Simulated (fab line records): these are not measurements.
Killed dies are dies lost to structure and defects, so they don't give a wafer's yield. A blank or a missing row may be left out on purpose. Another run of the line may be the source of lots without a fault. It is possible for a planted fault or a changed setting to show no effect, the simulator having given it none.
Chamber matching / flow n5_finfet / N5_BEOL_M10_DESCUM_33 on rie_diel-02: 3 sister chambers
The step chemistry O2, time 7.9 s. 3 wafers are shown with their chamber, then 7 later ones without.

== EACH WAFER AND ITS CHAMBER ==
wafer=L090.5; chamber=2; drypump_motor_current_A (A)=5.68
wafer=L094.2; chamber=0; drypump_motor_current_A (A)=5.69
wafer=L094.4; chamber=3; drypump_motor_current_A (A)=5.74

== WAFERS WITH NO CHAMBER GIVEN ==
wafer=L094.6; drypump_motor_current_A (A)=5.68
wafer=L095.1; drypump_motor_current_A (A)=5.73
wafer=L095.2; drypump_motor_current_A (A)=5.68
wafer=L095.4; drypump_motor_current_A (A)=5.66
wafer=L097.2; drypump_motor_current_A (A)=5.74
wafer=L097.5; drypump_motor_current_A (A)=5.70
wafer=L097.6; drypump_motor_current_A (A)=5.73

== WHICH CHAMBER EACH WENT THROUGH ==
wafer=L094.6; from the rows above=can't be placed: 2 or 0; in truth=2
wafer=L095.1; from the rows above=3; in truth=3
wafer=L095.2; from the rows above=can't be placed: 2 or 0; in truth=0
wafer=L095.4; from the rows above=can't be placed: 2 or 0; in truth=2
wafer=L097.2; from the rows above=3; in truth=3
wafer=L097.5; from the rows above=can't be placed: 0 or 2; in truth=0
wafer=L097.6; from the rows above=3; in truth=3
Placed correctly: 3 of 7. These rows do not allow placing 4 (true chamber among the candidates in 4). Number placed wrongly: 0.
How it was worked out, from the rows above alone: a wafer's distance from a chamber is the root of the sum, over the readings, of the square of ((its reading less the chamber's mean) divided by the reading's scatter). The wafer belongs to the nearest chamber; if the next one is less than 2 further off, it can't be placed. Each chamber's mean is taken over the wafers shown for it. The scatter (one wafer shown for each chamber): square how far every hidden wafer sits from the nearest shown wafer, average those squares and take the square root.
